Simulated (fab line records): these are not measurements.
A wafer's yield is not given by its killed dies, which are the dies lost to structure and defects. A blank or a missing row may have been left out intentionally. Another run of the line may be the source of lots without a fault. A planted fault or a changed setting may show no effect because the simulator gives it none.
A struck lot beside a sound one	flow n5Finfet	45 out of 1938 route steps
Sound: these wafers, L746.2, L746.3, L746.6. Struck: wafers L755.2, L755.3, L755.6. The cause comes at the end.
Order at every step that has rows: each side's tool, ch and its chambers, its first start. Under that, the readings that differ: sound wafers	struck wafers	difference of the means	sigmas: that difference in standard deviations of wafers without a fault.
alike: readings with means less than 2 such deviations apart, plus words and numbers identical on both sides. not compared: withheld readings, readings lacking a value on some wafer, bounds such as >300 that could conceal the same value, and numbers that have no deviation in the record and whose values overlap.
A row with sigmas, a row that says differs or no value, or rows on one side alone: a step with any of these is where the two part. Numbers that have no deviation but don't overlap get no sigmas and don't part them. A reading that every wafer of one side lacks parts them only if that side has two wafers or more.

first, 11 steps without rows for these wafers: N5_BEOL_M4_DESCUM_33 (chemistry O2, time 7 s); N5_BEOL_M4_ETCH_77 (etches underlayer in N2/H2, target depth 6.5 nm, time 5.2 s); N5_BEOL_M4_ETCH_69 (etches SiARC in CF4, target depth 15.6 nm, time 26 s); N5_BEOL_M4_ALD_98 (deposits SiO2, target thk 2.5 nm, pulse time 1 s, co reactant pulse time 1 s); N5_BEOL_M4_ETCHBACK_99 (etches SiO2 in CHF3, target depth 5 nm, time 10.4 s); N5_BEOL_M4_ETCH_70 (etches SOC in N2/H2, target depth 80 nm, overetch 24 nm, time 130 s); N5_BEOL_M4_STRIP_71 (strips in N2/H2); N5_BEOL_M4_STRIP_78 (strips in N2/H2); N5_BEOL_M4_VIA_ETCH_34 (etches the open film in C4F6/O2, target depth 69.4 nm, time 65.9 s); N5_BEOL_M4_STRIP_83 (strips in C4F6/O2); N5_BEOL_M4_STRIP_36 (strips in N2/H2).
N5_BEOL_M4_TRENCH_ETCH_37: etches SiOC in C4F6/O2, target depth 55.555 nm, time 29.2 s.
  sound on rieDiel-03 ch 0,1,3, day 10 02:22; struck on rieDiel-03 ch 1,2, day 11 19:10
reading	sound	struck	difference	sigmas
oesProductAu (a.u.)	0.72 0.96 0.85	0.58 0.69 0.58	-0.23	-3
model.BEOL_M4.featureDepthNm (nm)	55.6 56.6 57.4	40 41.4 39.8	-16	
model.etch.depthNm (nm)	55.67 56.66 57.47	39.97 41.45 39.88	-16.17	
model.TiN_of_BEOL_M4_HM_DEP_02.thkNm (nm)	17.4 17.4 17.2	18.4 18.2 18.2	+0.9	
  alike: biasW, drypumpMotorCurrentA, rfFwdPowerW, rfVppV, showerheadPlenumPTorr, throttleValvePct
  not compared: rfHoursCounterH
then, 2 steps without rows for these wafers: N5_BEOL_M4_ETCH_41 (etches SiCN in CH3F/O2, target depth 29.9 nm, time 52.5 s); N5_BEOL_M4_STRIP_97 (strips in N2/H2, time 10 s).
N5_BEOL_M4_OCD_MEAS_38:
  struck on ocd-02, day 11 19:19; sound on ocd-02, day 10 02:31
reading	sound	struck	difference	sigmas
trenchDepthNm (nm)	55.9 56.6 57.2	40.4 41.2 39.5	-16.2	-23
then, 25 steps without rows for these wafers: N5_BEOL_M4_HM_STRIP_39 (strips TiN in peroxide tin strip, target depth 25 nm, time 158 s); N5_BEOL_M4_SRD_40 (time 30 s); N5_BEOL_M4_PRECLEAN_42 (cleans in residue remover, time 60 s); N5_BEOL_M4_SRD_43 (time 30 s); N5_BEOL_M4_DEGAS_44 (time 60 s); N5_BEOL_M4_PRE_CLEAN_45 (time 30 s); N5_BEOL_M4_ALD_84 (deposits TaN, pulse time 2 s, purge time 3 s, co reactant purge time 2 s); N5_BEOL_M4_SURFACE_TREAT_85; N5_BEOL_M4_CVD_47 (deposits Co from CCTBA/H2, target thk 3 nm, time 223.8 s); N5_BEOL_M4_SPUTTER_48 (material Cu, target thk 4.5 nm, time 8.29 s); N5_BEOL_M4_ANNEAL_49 (time 240 s); N5_BEOL_M4_SPUTTER_79 (material Cu, target thk 4.5 nm, time 8.29 s); N5_BEOL_M4_ANNEAL_80 (time 240 s); N5_BEOL_M4_SPUTTER_81 (material Cu, target thk 4.5 nm, time 8.29 s); N5_BEOL_M4_ANNEAL_82 (time 240 s); N5_BEOL_M4_SPUTTER_86 (material Cu, target thk 4.5 nm, time 8.29 s); N5_BEOL_M4_ANNEAL_87 (time 240 s); N5_BEOL_M4_SPUTTER_88 (material Cu, target thk 4.5 nm, time 8.29 s); N5_BEOL_M4_ANNEAL_89 (time 240 s); N5_BEOL_M4_SPUTTER_90 (material Cu, target thk 4.5 nm, time 8.29 s); N5_BEOL_M4_ANNEAL_91 (time 240 s); N5_BEOL_M4_SPUTTER_92 (material Cu, target thk 4.5 nm, time 8.29 s); N5_BEOL_M4_ANNEAL_93 (time 240 s); N5_BEOL_M4_SPUTTER_94 (material Cu, target thk 4.5 nm, time 8.29 s); N5_BEOL_M4_ANNEAL_95 (time 240 s).
N5_BEOL_M4_CMP_52: polishes, stops on SiOC, t overpolish 6.8 s, target thk 40 nm.
  sound on cmp-03 ch 2,3, day 10 07:43; struck on cmp-02 ch 0,2,3, day 12 01:03
reading	sound	struck	difference	sigmas
model.Cu_of_BEOL_M4_ECD_50.thkNm (nm)	38.8 39.4 41.6	23.6 26.4 24.8	-15.0	
  alike: barrierFieldEndpointS, clearingPlatenDownForcePsi, headPressurePsi, motorCurrentA, overpolishRunS, timeToEndpointS
N5_BEOL_M4_THK_MEAS_53: measures by xrf.
  struck on filmMetro-02, day 12 01:16; sound on filmMetro-01, day 10 08:01
reading	sound	struck	difference	sigmas
M4_THK (nm)	39.2 40.1 42.2	23.5 26.5 24.9	-15.5	-11
N5_BEOL_M4_RS_MEAS_58: uses a four-point probe to measure.
  struck on filmMetro-02, day 12 01:32; sound on filmMetro-01, day 10 08:16
reading	sound	struck	difference	sigmas
M4_RS (ohm/sq)	0.694 0.682 0.634	1.342 1.150 1.253	+0.578	+22
N5_BEOL_M4_RC_MEAS_101:
  sound on prober-01 ch 0, day 10 08:29; struck on prober-02 ch 0, day 12 01:44
reading	sound	struck	difference	sigmas
SERP_M4 (ohm/um)	203 205 189	384 341 382	+170	+15
SERP_M4_max_site (ohm/um)	220 217 200	415 374 424	+192	+15
  alike: DIBL_N, DIBL_P, IOFF_N, IOFF_P, ION_N, ION_P, SS_N, SS_P, VT_N, VT_P
-- here the record skips 5 days between the struck wafers' starts before and after, leaving off in module BEOL_M4 and picking up in module PASSIVATION (first step shown: number 1936 of the route) --
N5_PASSIVATION_PROBE_49:
  struck on prober-02, day 16 16:44; sound on prober-01, day 15 09:14
reading	sound	struck	difference	sigmas
defectLimitedYield (%)	91.2 92.0 92.3	85.2 87.8 82.1	-6.8	-5
killed_at_M4_up	17 7 13	58 27 105	+51	+9
killedAtFrontEnd	32 33 28	72 45 54	+26	+2
killedDies	104 94 91	175 144 211	+80	+5
sort_bin_8_speed (%)	0 0 0	4.24 1.53 7.71	+4.49	+99 or more
sortNPass	1076 1086 1089	1005 1036 969	-80	-5
  alike: killed_at_M0_to_M3, killedAtContacts, killedAtOther, killedOpen, killedShort, sort_bin_5_function, sort_bin_6_memory

## WHERE THEY PART
At N5_BEOL_M4_TRENCH_ETCH_37 first; at N5_PASSIVATION_PROBE_49 last (within this record only).

WHY: whatever the simulator had introduced
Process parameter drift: rieDiel-03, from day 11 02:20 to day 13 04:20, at N5_BEOL_M4_TRENCH_ETCH_37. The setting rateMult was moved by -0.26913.
